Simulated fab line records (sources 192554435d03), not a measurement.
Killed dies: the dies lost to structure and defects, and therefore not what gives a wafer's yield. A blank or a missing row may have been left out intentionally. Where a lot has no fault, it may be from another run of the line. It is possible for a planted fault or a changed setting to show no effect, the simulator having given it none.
fab line records	flow n5-finfet	part 2 of 2: steps 15 to 23 of 23
record: lots: 5	wafers: 15	last-day: 17
route steps=1938 shown FIN_CUT@162 STI_FIN_REVEAL@183
lots that met no fault: from a run of the same line without faults
start-h: start of the lot's first displayed wafer, in hours after the record's first day	wait-h: hours since the lot's step before	" repeats the value in the row above	L1.1+2: a single row standing in for several wafers	- no value, or no start was given	* or withheld: withheld	< > ~ a bound
route shown NAME@n: names a module that has steps shown in the file, with the first one's number in the route	usual: the fault-free wafers' mean and standard deviation	same: alike in all rows	chamber/n: place in a boat	sites: readings site by site	_std_site: standard deviation across them	_edge_site: mean of outer sites minus mean of inner sites	radius-mm: for every site, how far away it sits from the centre of the wafer	mask NAME#n: copy n	behind: the last tool/chamber to shape the wafer	hold: reason for holding the lot/hours on hold/outcome of the hold	device: names the non-switching transistor (n, p or np)	end of line: at the end of the route, the tests of the same wafers	a step without rows: its recipe alone	killed: count of dies lost to structure and defects at first sort (not the wafer's yield)	map: a wafer's dies, x killed, . not, _ none there
set.NAME: the run value of the setting; set.NAME@STEP: its run value at that earlier step	model.NAME: the simulator's own value behind a step, which no gauge read
certain route steps with their lots: each step a table, each wafer a row
services: a tool's chamber out of use, with start hour (start-h, from the record's first day; less than 0 if before it), hours out, and reason
== steps ==
step: N5_FIN_CUT_CUT_ETCH_15
recipe: chemistry: HBr/Cl2/O2	target: Si	target-depth-a: 1000	bt-time-s: 10	mask-material: SOC	time-s: 42.4	ion-energy-ev: *	bias-w: *	pressure-mtorr: 10	icp-w: 800	HBr_flow_sccm: 150	Cl2_flow_sccm: 80	O2_flow_sccm: 12
usual: drypump-motor-current-A: 6.0/0.36	mfc-cl2-sccm: 79.99/0.24	oes-product-au: 0.993/0.016	rf-fwd-power-W: *	throttle-valve-pct: 37.13/0.29
lot.wafer	tool	chamber	start-h	wait-h	drypump-motor-current-A	mfc-cl2-sccm	oes-product-au	rf-fwd-power-W	rf-hours-counter-h	throttle-valve-pct
L074.2	rie-si-06	2	27.00	0.1	5.9	80.29	0.978	*	150	37.33
L074.4	"	1	"	"	5.7	79.93	0.996	*	14	37.69
L074.6	"	1	"	"	5.7	80.31	1.004	*	-	37.70
L075.1	rie-si-02	1	34.10	0.1	6.1	80.27	1.018	*	200	37.51
L075.5	"	1	"	"	6.1	80.23	1.013	*	-	37.50
L075.6	"	2	"	"	6.0	79.67	0.976	*	-	36.85
L083.3	rie-si-06	1	81.64	0.0	5.7	79.80	1.002	*	15	37.69
L083.4	"	0	"	"	5.9	79.67	0.973	*	176	36.88
L083.5	"	0	"	"	5.9	79.98	0.988	*	-	36.88
L085.4	rie-si-02	3	96.12	0.1	5.6	79.68	1.013	*	-	36.94
L085.5	"	2	"	"	6.0	79.90	0.979	*	-	36.86
L085.6	"	0	"	"	6.3	80.17	0.967	*	-	37.26
L096.1	rie-si-02	0	159.91	0.1	6.4	79.92	0.978	*	0	37.46
L096.2	"	3	"	"	5.5	79.87	1.015	*	6	36.93
L096.6	"	2	"	"	6.0	79.88	0.980	*	-	36.87
step: N5_FIN_CUT_CUT_ETCH_28
recipe: chemistry: HBr/Cl2/O2	target: Si	target-depth-a: 60	mask-material: SOC	time-s: 2.4	ion-energy-ev: *	bias-w: *	pressure-mtorr: 10	icp-w: 800	HBr_flow_sccm: 150	Cl2_flow_sccm: 80	O2_flow_sccm: 12
usual: drypump-motor-current-A: 6.0/0.37	mfc-cl2-sccm: 80.02/0.24	oes-product-au: 0.992/0.016	rf-fwd-power-W: *	throttle-valve-pct: 37.13/0.29
lot.wafer	tool	chamber	start-h	wait-h	drypump-motor-current-A	mfc-cl2-sccm	oes-product-au	rf-fwd-power-W	rf-hours-counter-h	throttle-valve-pct
L074.2	rie-si-06	2	27.05	0.0	5.9	80.18	0.979	*	150	37.31
L074.4	"	1	"	"	5.7	80.22	0.998	*	14	37.69
L074.6	"	1	"	"	5.7	79.88	0.993	*	-	37.69
L075.1	rie-si-02	1	34.15	0.0	6.1	80.35	1.019	*	201	37.48
L075.5	"	1	"	"	6.1	80.17	1.015	*	-	37.50
L075.6	"	2	"	"	6.0	79.67	0.987	*	-	36.86
L083.3	rie-si-06	1	81.69	0.0	5.7	80.26	1.010	*	15	37.69
L083.4	"	0	"	"	5.9	80.23	0.996	*	176	36.87
L083.5	"	0	"	"	5.9	80.20	0.983	*	-	36.88
L085.4	rie-si-02	3	96.17	0.0	5.5	80.02	1.021	*	-	36.94
L085.5	"	2	"	"	6.0	79.83	0.991	*	-	36.84
L085.6	"	0	"	"	6.3	80.17	0.970	*	-	37.25
L096.1	rie-si-02	0	159.97	0.0	6.4	80.16	0.975	*	0	37.46
L096.2	"	3	"	"	5.5	79.80	1.020	*	6	36.94
L096.6	"	2	"	"	6.0	79.84	0.989	*	-	36.84
step: N5_FIN_CUT_STRIP_22
recipe: chemistry: N2/H2	power-w: 500	temp-c: 40	pressure-mtorr: 50	rf-frequency-hz: 6e+07	overash-fraction: 0.3	bias-power-w: 8	h2-frac: 0.5	n2-flow-sccm: 300	h2-flow-sccm: 300
usual: bias-power-w: 8.001/0.025	drypump-motor-current-A: 5.7/0.3	oes-product-au: 0.78/0.081	rf-vpp-V: 54.4/2.4	showerhead-plenum-p-Torr: 3.43/0.094	throttle-valve-pct: 18.94/0.27
lot.wafer	tool	chamber	start-h	wait-h	bias-power-w	drypump-motor-current-A	oes-product-au	rf-hours-counter-h	rf-vpp-V	showerhead-plenum-p-Torr	throttle-valve-pct
L074.2	rie-diel-05	0	27.12	0.0	8.005	6.1	0.79	126	53.7	3.51	18.71
L074.4	"	2	"	"	8.006	6.3	0.80	109	56.6	3.53	19.48
L074.6	"	1	"	"	8.018	5.7	0.96	-	53.7	3.43	19.08
L075.1	rie-diel-03	0	34.28	0.1	7.988	5.2	0.67	236	55.4	3.45	19.06
L075.5	"	3	"	"	7.967	5.8	0.72	-	53.9	3.45	19.00
L075.6	"	2	"	"	7.992	5.4	0.84	-	54.4	3.42	19.03
L083.3	rie-diel-04	0	81.79	0.1	8.040	5.9	0.77	140	56.6	3.49	18.80
L083.4	"	3	"	"	7.989	5.5	0.76	117	55.7	3.12	19.02
L083.5	"	3	"	"	7.989	5.5	0.78	-	53.9	3.12	19.02
L085.4	rie-diel-03	1	96.25	0.1	8.036	5.9	0.75	-	54.9	3.46	19.14
L085.5	"	0	"	"	7.985	5.2	0.66	-	53.7	3.44	19.15
L085.6	"	2	"	"	7.983	5.4	0.83	-	56.1	3.41	19.05
L096.1	rie-diel-04	2	160.03	0.0	7.979	6.1	0.77	146	53.1	3.49	18.29
L096.2	"	0	"	"	7.997	5.9	0.76	157	51.3	3.48	18.81
L096.6	"	2	"	"	7.981	6.1	0.78	-	54.5	3.49	18.28
step: N5_FIN_CUT_PRECLEAN_36
recipe: chemistry: O3/DIW	time-s: 60	temp-c: 22	o3-ppm: 10
lot.wafer	tool	chamber	start-h	wait-h
L074.2+4+6	wet-bench-04	1,4,2	27.18	-
L075.1+5+6	wet-bench-05	1,6,3	34.35	-
L083.3+4+5	wet-bench-04	5,3,4	81.85	-
L085.4+5+6	wet-bench-03	0,2,4	96.29	-
L096.1+2+6	wet-bench-04	5,1,7	160.10	-
step: N5_FIN_CUT_SRD_32
recipe: dry: ipa-marangoni	time-s: 30	temp-c: 23	rinse-liquid: diw
lot.wafer	tool	chamber	start-h	wait-h
L074.2+4+6	wet-bench-04	1,4,2	27.20	0.0
L075.1+5+6	wet-bench-05	1,6,3	34.36	0.0
L083.3+4+5	wet-bench-04	5,3,4	81.87	0.0
L085.4+5+6	wet-bench-03	0,2,4	96.31	0.0
L096.1+2+6	wet-bench-04	5,1,7	160.12	0.0
step: N5_FIN_CUT_UV_OZONE_34
recipe: time-s: 120	pressure-torr: 760	temp-c: 25
usual: pressure-torr: 760.0/1.6
lot.wafer	tool	chamber	start-h	wait-h	pressure-torr
L074.2	wet-bench-04	1	27.22	0.0	761.9
L074.4	"	4	"	"	759.5
L074.6	"	2	"	"	759.3
L075.1	wet-bench-05	1	34.38	0.0	762.6
L075.5	"	6	"	"	760.4
L075.6	"	3	"	"	759.1
L083.3	wet-bench-04	5	81.89	0.0	758.9
L083.4	"	3	"	"	759.6
L083.5	"	4	"	"	759.7
L085.4	wet-bench-03	0	96.33	0.0	759.0
L085.5	"	2	"	"	761.2
L085.6	"	4	"	"	761.3
L096.1	wet-bench-04	5	160.14	0.0	762.3
L096.2	"	1	"	"	763.2
L096.6	"	7	"	"	760.3
step: N5_FIN_CUT_INSPECT_17
recipe: inspect-instrument: brightfield	mode: aei
usual: raw-defect-count: 258/69
lot.wafer	tool	chamber	start-h	wait-h	raw-defect-count
L074.2	defect-inspect-01	-	27.28	0.0	169
L074.4	"	-	"	"	230
L074.6	"	-	"	"	143
L075.1	defect-inspect-02	-	34.44	0.0	189
L075.5	"	-	"	"	242
L075.6	"	-	"	"	244
L083.3	defect-inspect-01	-	81.95	0.0	167
L083.4	"	-	"	"	314
L083.5	"	-	"	"	315
L085.4	defect-inspect-01	-	96.39	0.0	158
L085.5	"	-	"	"	163
L085.6	"	-	"	"	142
L096.1	defect-inspect-02	-	160.19	0.0	198
L096.2	"	-	"	"	198
L096.6	"	-	"	"	199
step: N5_STI_FIN_REVEAL_ALD_00
recipe: material: SiO2	target-thk-a: 10	temp-c: 300	ald-precursor-family: BDEAS	ald-co-reactant: O2-plasma	pulse-time-s: 1	pressure-torr: 2
usual: heater-power-w: 460/64	precursor-pulse-height-rel: 1.001/0.02
lot.wafer	tool	chamber	start-h	wait-h	heater-power-w	precursor-pulse-height-rel
L074.2	ald-sin-02	2	27.54	0.3	504	0.986
L074.4	"	3	"	"	453	0.996
L074.6	"	1	"	"	584	0.995
L075.1	ald-sin-04	0	34.48	0.0	492	1.010
L075.5	"	2	"	"	353	0.994
L075.6	"	1	"	"	458	0.983
L083.3	ald-sin-04	2	81.98	0.0	353	1.001
L083.4	"	0	"	"	491	1.032
L083.5	"	3	"	"	406	0.969
L085.4	ald-sin-02	2	96.47	0.1	498	1.015
L085.5	"	0	"	"	505	0.972
L085.6	"	1	"	"	574	1.006
L096.1	ald-sin-04	1	160.34	0.1	442	0.988
L096.2	"	3	"	"	400	0.996
L096.6	"	3	"	"	401	1.000
step: N5_STI_FIN_REVEAL_ALD_14
recipe: material: Si3N4	target-thk-a: 30	temp-c: 400	ald-precursor-family: SiH2I2	ald-co-reactant: N2/H2-plasma	pressure-torr: 2
usual: heater-power-w: 824/110
lot.wafer	tool	chamber	start-h	wait-h	heater-power-w
L074.2	ald-sin-02	2	27.59	0.0	895
L074.4	"	3	"	"	832
L074.6	"	1	"	"	1014
L075.1	ald-sin-04	0	34.52	0.0	864
L075.5	"	2	"	"	626
L075.6	"	1	"	"	785
L083.3	ald-sin-04	2	82.03	0.0	635
L083.4	"	0	"	"	881
L083.5	"	3	"	"	725
L085.4	ald-sin-02	2	96.52	0.0	921
L085.5	"	0	"	"	883
L085.6	"	1	"	"	1069
L096.1	ald-sin-04	1	160.39	0.0	797
L096.2	"	3	"	"	729
L096.6	"	3	"	"	747
== services ==
tool	chamber	start-h	hours	kind
rie-diel-03	3	10.17	7.4	repair
rie-diel-05	3	14.44	11.2	repair
vapor-etch-01	-	14.65	2.8	pm
ald-sin-02	1	22.17	4.4	repair
ald-sin-02	0	27.26	2.7	repair
rie-diel-03	2	38.54	8.4	repair
rie-diel-05	-	43.75	14.6	pm
rie-diel-03	-	46.51	2.8	pm
rie-diel-03	0	68.69	27.3	repair
vapor-etch-01	-	84.43	0.4	repair
rie-diel-05	0	92.10	4.1	repair
rie-diel-03	3	95.99	-	clean
rie-diel-03	3	95.99	-	consumable-replace:focus-ring
rie-diel-03	3	95.99	22.8	scheduled-down
rie-diel-03	3	95.99	22.8	vent-cycle
rie-diel-03	0	99.83	13.6	repair
rie-si-06	-	100.29	14.6	pm
rie-si-02	-	101.26	2.8	pm
ald-sin-04	2	105.94	1.3	repair
rie-si-02	0	115.86	7.2	repair
rie-diel-05	-	127.03	0.2	repair
ald-sin-02	-	138.45	6.0	pm
ald-sin-04	-	159.72	0.6	repair
rie-si-02	2	160.03	7.4	repair
